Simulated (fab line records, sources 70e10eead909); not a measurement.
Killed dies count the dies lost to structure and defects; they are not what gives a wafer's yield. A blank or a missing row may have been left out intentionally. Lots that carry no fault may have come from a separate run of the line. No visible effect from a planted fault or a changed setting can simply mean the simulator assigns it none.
2 desks, one fault	flow nand-harc	only its own numbers are on each desk; what lay behind them is given at the end

AT THE METROLOGY DESK
Lot by lot, what the gauges showed, no matter which tool ran the lot: averages of those sampled wafers that carry a number. The brackets show how far a lot's mean lies from the usual mean; more than 4 standard deviations puts the lot out of limits, marked OUT.
Columns: A = thk-nm at NHARC_P_BONDPAD_THK_MEAS_20, usual 161.1 nm
lot	first seen here	A
L518	day 6 16:32	161.5
L520	day 7 16:13	162.3
L522	day 8 11:42	160.6
L524	day 9 06:40	159.9
L526	day 9 23:56	160.7
L529	day 11 08:05	161.6
L532	day 12 21:19	160.5
L534	day 13 14:53	30.1 (-99 or more) OUT
L535	day 13 22:10	29.4 (-99 or more) OUT
L539	day 15 05:46	161.0
L540	day 15 18:46	161.1
L541	day 16 15:29	160.3
Finding of this desk: L534, L535 out of limits; the first was L534 at day 13 14:53, on thk-nm at NHARC_P_BONDPAD_THK_MEAS_20. L518, L520, L522, L524, L526, L529, L532, L539, L540, L541: within limits.

FOR THE TOOL OWNER'S DESK: ecd-cu-02
The tool's own readings at NHARC_P_BONDPAD_ECD_18 (material Cu, target thk 400 nm): means of the sampled wafers that have a number, for each lot that ran on this tool. The brackets show how far a lot's mean lies from the usual mean; more than 4 standard deviations puts the lot out of limits, marked OUT.
Columns: A = bath-heat-duty-pct at NHARC_P_BONDPAD_ECD_18, usual 6.3 %; B = bath-temp-c at NHARC_P_BONDPAD_ECD_18, usual 24.99 C
lot	first seen here	A	B
L518	day 6 15:32	6.3	25.13
L520	day 7 15:13	6.4	25.05
L522	day 8 10:48	6.0	24.95
L524	day 9 05:44	6.0	24.94
L532	day 12 20:20	6.2	24.99
L539	day 15 04:49	6.1	25.22
L540	day 15 17:42	5.7	24.94
L541	day 16 14:19	5.9	24.89
Result from this desk: across the 8 lots, nothing is out of limits.

ALL TOGETHER
On L534, L535, the metrology desk was in a position to raise an alarm at day 13 14:53.
The desk of the tool owner found nothing out of limits.
The tool owner's desk has no number on record for L534, L535.
On ecd-cu-02, each named lot ran NHARC_P_BONDPAD_ECD_18.

WHAT THE SIMULATOR HAD PUT IN
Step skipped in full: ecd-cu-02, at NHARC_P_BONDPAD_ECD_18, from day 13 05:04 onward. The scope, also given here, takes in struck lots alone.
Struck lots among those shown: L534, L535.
Time in hours between the start of the fault and the first out-of-limits reading at each desk: metrology desk, 10.
